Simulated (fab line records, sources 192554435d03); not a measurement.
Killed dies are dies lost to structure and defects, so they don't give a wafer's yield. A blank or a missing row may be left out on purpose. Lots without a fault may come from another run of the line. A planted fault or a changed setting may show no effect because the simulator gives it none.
fab line records | flow n5_finfet | part 2 of 2: steps 5 to 6 of 6
record lots=21 wafers=63 last_day=17
route steps=1938 shown BEOL_M0_SAQP@667 BEOL_M0_CUTY@713
lots that met no fault: from a run of the same line without faults
start_h: hours from the record's first day to the start of the lot's first wafer shown | wait_h: hours since the lot's step before | " the same as in the row above | L1.1+2: a row that stands for several wafers | - no value, or no start given | * or withheld: withheld | < > ~ a bound
route shown NAME@n: a module of which the file shows steps, and the number in the route of the first | usual: mean/standard deviation of fault-free wafers | same: alike in all rows | chamber/n: place in a boat | sites: the reading at each site | _std_site: their standard deviation | _edge_site: outer sites' mean less inner sites' | radius_mm: how far each site lies from the wafer's centre | mask NAME#n: copy n | behind: the tool/chamber that last shaped the wafer | hold: why the lot was held/for how many hours/how that ended | device: the transistor (n, p or np) that didn't switch | end of line: the same wafers' tests at the end of the route | a step without rows: its recipe alone | killed: dies lost to structure and defects at the first sort, not the wafer's yield | map: a wafer's dies, x killed, . not, _ none there
set.NAME: the setting as run; set.NAME@STEP: as run at that earlier step | model.NAME: the simulator's own value behind a step, which no gauge read
steps of the route over a sample of lots; a table a step, a row a wafer
services: from which hour (start_h, from the record's first day; less than 0 if before it) a tool's chamber was out of use, for how many hours, and why
## steps
# step N5_BEOL_M0_SAQP_CUT_ETCH_46
# recipe chemistry=N2/H2 target=SOC target_depth_a=1350 overetch_a=270 temp_c=40 time_s=202.5 ion_energy_ev=200 mask_material=SiARC pressure_mtorr=30 source_w=840 bias_w=150 n2_flow_sccm=200 h2_flow_sccm=200
# usual drypump_motor_current_A=5.6/0.47 rf_vpp_V=524/3.3 showerhead_plenum_p_Torr=2.55/0.12 throttle_valve_pct=17.87/0.24
# columns lot.wafer tool chamber start_h wait_h drypump_motor_current_A rf_hours_counter_h rf_vpp_V showerhead_plenum_p_Torr throttle_valve_pct
L074.1 rie_diel-01 3 111.10 0.0 5.2 136 523 2.55 17.97
L074.2 " 0 " " 6.2 167 527 2.65 18.00
L074.4 " 1 " " 5.8 - 527 2.72 18.05
L075.1 rie_diel-03 2 120.87 0.0 6.4 141 527 2.66 17.71
L075.3 " 0 " " 5.3 160 524 2.53 17.94
L075.4 " 3 " " 5.8 90 527 2.68 17.87
L076.2 rie_diel-03 3 123.50 0.0 5.9 91 528 2.68 17.87
L076.3 " 2 " " 6.4 142 527 2.66 17.68
L076.5 " 0 " " 5.4 - 524 2.53 17.96
L078.1 rie_diel-02 3 134.87 0.0 5.6 41 527 2.68 17.60
L078.5 " 0 " " 5.3 - 523 2.56 18.19
L078.6 " 3 " " 5.7 - 528 2.68 17.57
L079.1 rie_diel-03 1 145.72 0.0 5.2 145 523 2.54 18.05
L079.3 " 2 " " 6.4 149 528 2.66 17.70
L079.4 " 3 " " 5.9 99 528 2.68 17.89
L080.3 rie_diel-03 2 151.98 0.0 6.5 150 528 2.66 17.69
L080.4 " 3 " " 5.9 101 527 2.68 17.90
L080.5 " 1 " " 5.2 - 524 2.53 18.06
L081.1 rie_diel-02 3 153.61 0.0 5.6 46 527 2.68 17.62
L081.5 " 0 " " 5.3 - 524 2.56 18.18
L081.6 " 1 " " 4.9 - 520 2.41 17.44
L082.3 rie_diel-02 0 157.67 0.0 5.3 163 524 2.56 18.19
L082.4 " 2 " " 6.1 105 519 2.34 18.03
L082.6 " 0 " " 5.3 - 525 2.55 18.20
L083.2 rie_diel-03 0 168.97 0.0 5.3 176 522 2.52 17.97
L083.4 " 3 " " 5.8 - 526 2.67 17.91
L083.5 " 0 " " 5.3 - 524 2.52 17.98
L084.2 rie_diel-02 1 173.53 0.0 4.9 201 520 2.41 17.46
L084.5 " 2 " " 6.1 - 519 2.34 18.02
L084.6 " 3 " " 5.6 - 528 2.68 17.60
L085.2 rie_diel-03 2 181.92 0.0 6.5 156 528 2.66 17.69
L085.3 " 3 " " 5.9 109 527 2.67 17.92
L085.4 " 1 " " 5.2 154 525 2.53 18.07
L086.1 rie_diel-03 2 191.74 0.0 6.4 158 527 2.65 17.69
L086.3 " 1 " " 5.2 156 523 2.53 18.08
L086.4 " 0 " " 5.3 182 524 2.52 17.97
L087.4 rie_diel-03 1 193.94 0.0 5.2 157 524 2.53 18.07
L087.5 " 3 " " 5.8 - 528 2.67 17.91
L087.6 " 2 " " 6.5 - 527 2.65 17.71
L089.1 rie_diel-02 2 201.46 0.0 6.1 116 519 2.34 18.04
L089.3 " 1 " " 4.9 208 521 2.41 17.46
L089.4 " 0 " " 5.3 174 523 2.55 18.21
L090.1 rie_diel-02 3 208.36 0.0 5.6 61 527 2.67 17.62
L090.4 " 0 " " 5.3 176 523 2.55 18.22
L090.6 " 3 " " 5.6 - 527 2.67 17.64
L091.2 rie_diel-02 1 215.95 0.0 4.9 211 521 2.40 17.47
L091.3 " 0 " " 5.3 178 525 2.55 18.23
L091.5 " 3 " " 5.6 - 528 2.67 17.64
L093.3 rie_diel-02 1 223.23 0.0 4.9 214 518 2.40 17.47
L093.4 " 3 " " 5.6 66 527 2.67 17.64
L093.5 " 2 " " 6.1 - 517 2.34 18.05
L094.1 rie_diel-02 2 233.74 0.0 6.1 125 518 2.33 18.05
L094.4 " 0 " " 5.3 184 524 2.55 18.23
L094.6 " 1 " " 4.9 - 520 2.40 17.49
L095.1 rie_diel-02 3 238.69 0.0 5.6 71 528 2.67 17.64
L095.3 " 1 " " 4.9 219 519 2.40 17.51
L095.4 " 0 " " 5.3 186 523 2.55 18.23
L096.1 rie_diel-01 0 245.45 0.0 6.2 207 526 2.64 18.06
L096.3 " 3 " " 5.2 175 523 2.53 18.05
L096.5 " 1 " " 5.8 - 528 2.70 18.12
L097.3 rie_diel-02 1 249.61 0.0 4.9 223 521 2.40 17.51
L097.4 " 0 " " 5.3 190 524 2.54 18.24
L097.6 " 1 " " 4.9 - 520 2.40 17.49
# step N5_BEOL_M0_CUTY_ETCH_63
# recipe chemistry=N2/H2 target=SOC target_depth_a=827 overetch_a=165 mask_material=SiARC temp_c=40 ion_energy_ev=200 time_s=124 pressure_mtorr=30 source_w=840 bias_w=150 n2_flow_sccm=200 h2_flow_sccm=200
# usual drypump_motor_current_A=5.7/0.51 oes_product_au=0.63/0.057 rf_vpp_V=523.2/2.5 showerhead_plenum_p_Torr=2.51/0.087 throttle_valve_pct=17.95/0.22
# columns lot.wafer tool chamber start_h wait_h drypump_motor_current_A oes_product_au rf_hours_counter_h rf_vpp_V showerhead_plenum_p_Torr throttle_valve_pct
L074.1 rie_diel-06 1 112.82 0.0 5.6 0.62 161 516.8 2.32 17.85
L074.2 " 0 " " 6.4 0.56 226 522.7 2.52 18.14
L074.4 " 1 " " 5.6 0.61 - 517.0 2.32 17.85
L075.1 rie_diel-05 0 122.34 0.0 5.7 0.62 160 522.9 2.54 18.21
L075.3 " 1 " " 6.1 0.61 177 521.1 2.42 18.04
L075.4 " 2 " " 6.5 0.67 108 525.6 2.57 17.72
L076.2 rie_diel-05 3 125.02 0.0 5.4 0.62 148 525.5 2.52 17.63
L076.3 " 2 " " 6.5 0.67 109 523.4 2.57 17.72
L076.5 " 2 " " 6.5 0.66 - 524.1 2.57 17.71
L078.1 rie_diel-06 1 136.26 0.0 5.6 0.61 172 517.9 2.32 17.88
L078.5 " 1 " " 5.6 0.60 - 516.3 2.32 17.88
L078.6 " 3 " " 5.1 0.77 - 522.3 2.50 17.65
L079.1 rie_diel-05 2 147.08 0.0 6.5 0.66 117 523.1 2.56 17.72
L079.3 " 0 " " 5.7 0.61 170 523.5 2.54 18.23
L079.4 " 3 " " 5.4 0.63 155 525.3 2.52 17.63
L080.3 rie_diel-04 2 153.25 0.0 4.9 0.59 193 526.4 2.63 17.83
L080.4 " 0 " " 6.0 0.62 135 528.9 2.67 18.11
L080.5 " 0 " " 6.0 0.62 - 526.8 2.67 18.11
L081.1 rie_diel-05 1 155.48 0.0 6.1 0.60 190 520.3 2.42 18.05
L081.5 " 3 " " 5.4 0.62 - 524.3 2.52 17.63
L081.6 " 0 " " 5.8 0.61 - 522.4 2.53 18.22
L082.3 rie_diel-05 0 159.05 0.0 5.8 0.61 174 522.8 2.53 18.21
L082.4 " 2 " " 6.5 0.65 122 522.1 2.56 17.75
L082.6 " 1 " " 6.1 0.60 - 519.0 2.42 18.05
L083.2 rie_diel-04 3 170.40 0.0 4.9 0.60 156 520.9 2.44 18.09
L083.4 " 3 " " 4.9 0.60 - 520.7 2.44 18.08
L083.5 " 3 " " 4.9 0.60 - 521.9 2.44 18.09
L084.2 rie_diel-04 2 175.22 0.0 4.9 0.58 201 525.3 2.63 17.87
L084.5 " 2 " " 4.8 0.59 - 524.9 2.63 17.87
L084.6 " 3 " " 4.9 0.59 - 522.2 2.44 18.08
L085.2 rie_diel-04 3 183.18 0.0 4.9 0.60 162 520.9 2.44 18.10
L085.3 " 2 " " 4.9 0.59 204 525.4 2.63 17.88
L085.4 " 1 " " 5.8 0.72 - 524.8 2.58 18.02
L086.1 rie_diel-05 1 193.18 0.0 6.1 0.60 204 519.0 2.41 18.09
L086.3 " 0 " " 5.7 0.61 187 523.4 2.53 18.27
L086.4 " 3 " " 5.4 0.62 171 524.0 2.51 17.66
L087.4 rie_diel-05 3 195.33 0.0 5.4 0.61 171 523.9 2.51 17.67
L087.5 " 0 " " 5.8 0.60 - 524.3 2.53 18.25
L087.6 " 1 " " 6.1 0.59 - 520.0 2.41 18.08
L089.1 rie_diel-06 0 203.55 0.0 6.5 0.55 250 522.0 2.51 18.16
L089.3 " 2 " " 5.6 0.73 32 525.7 2.57 17.44
L089.4 " 1 " " 5.6 0.59 192 517.4 2.31 17.92
L090.1 rie_diel-04 0 209.62 0.0 6.0 0.61 143 526.8 2.67 18.12
L090.4 " 3 " " 4.9 0.59 169 521.4 2.44 18.11
L090.6 " 1 " " 5.8 0.69 - 525.9 2.58 18.03
L091.2 rie_diel-04 0 217.50 0.0 6.0 0.61 146 527.9 2.67 18.12
L091.3 " 2 " " 4.9 0.58 217 527.0 2.62 17.89
L091.5 " 2 " " 4.9 0.58 - 526.0 2.62 17.88
L093.3 rie_diel-05 0 224.88 0.0 5.8 0.60 198 524.4 2.52 18.29
L093.4 " 3 " " 5.4 0.60 182 522.8 2.51 17.70
L093.5 " 0 " " 5.7 0.60 - 523.9 2.52 18.25
L094.1 rie_diel-05 0 235.37 0.0 5.7 0.59 203 523.3 2.52 18.28
L094.4 " 1 " " 6.1 0.58 220 518.9 2.40 18.10
L094.6 " 0 " " 5.7 0.60 - 523.8 2.52 18.29
L095.1 rie_diel-04 3 240.20 0.0 4.9 0.59 181 521.3 2.43 18.11
L095.3 " 1 " " 5.8 0.68 69 523.1 2.57 18.07
L095.4 " 2 " " 4.9 0.57 227 525.5 2.62 17.91
L096.1 rie_diel-05 2 246.92 0.0 6.5 0.64 153 523.5 2.55 17.81
L096.3 " 3 " " 5.4 0.60 191 523.6 2.50 17.69
L096.5 " 1 " " 6.1 0.58 - 520.7 2.40 18.11
L097.3 rie_diel-06 3 251.53 0.0 5.1 0.70 36 521.1 2.48 17.72
L097.4 " 1 " " 5.6 0.58 - 516.5 2.30 17.94
L097.6 " 3 " " 5.1 0.71 - 522.6 2.48 17.72
## services
# columns tool chamber start_h hours kind
rie_diel-05 1 93.73 1.5 repair
rie_diel-01 2 95.05 - clean
rie_diel-02 2 100.33 12.5 repair
rie_si-02 2 112.41 5.3 repair
rie_si-02 0 115.30 3.1 repair
rie_diel-01 - 127.88 1.2 repair
rie_diel-05 - 130.49 0.3 repair
rie_si-04 3 131.12 3.7 repair
rie_si-04 1 137.08 5.5 repair
rie_diel-03 - 138.91 0.2 repair
rie_diel-03 2 153.41 8.3 repair
rie_diel-04 0 167.03 32.6 repair
rie_diel-03 1 168.76 2.7 repair
rie_diel-01 1 178.44 15.9 repair
rie_si-01 2 179.32 9.2 repair
rie_diel-04 3 191.39 5.6 repair
rie_si-01 - 209.59 2.8 pm
rie_diel-03 0 215.28 6.4 repair
rie_diel-05 - 219.24 0.6 repair
rie_diel-06 - 226.50 4.3 pm
rie_si-04 2 227.27 6.9 repair
rie_diel-06 2 244.62 10.0 repair
rie_diel-05 1 249.20 16.5 repair
rie_diel-01 - 250.99 1.8 repair
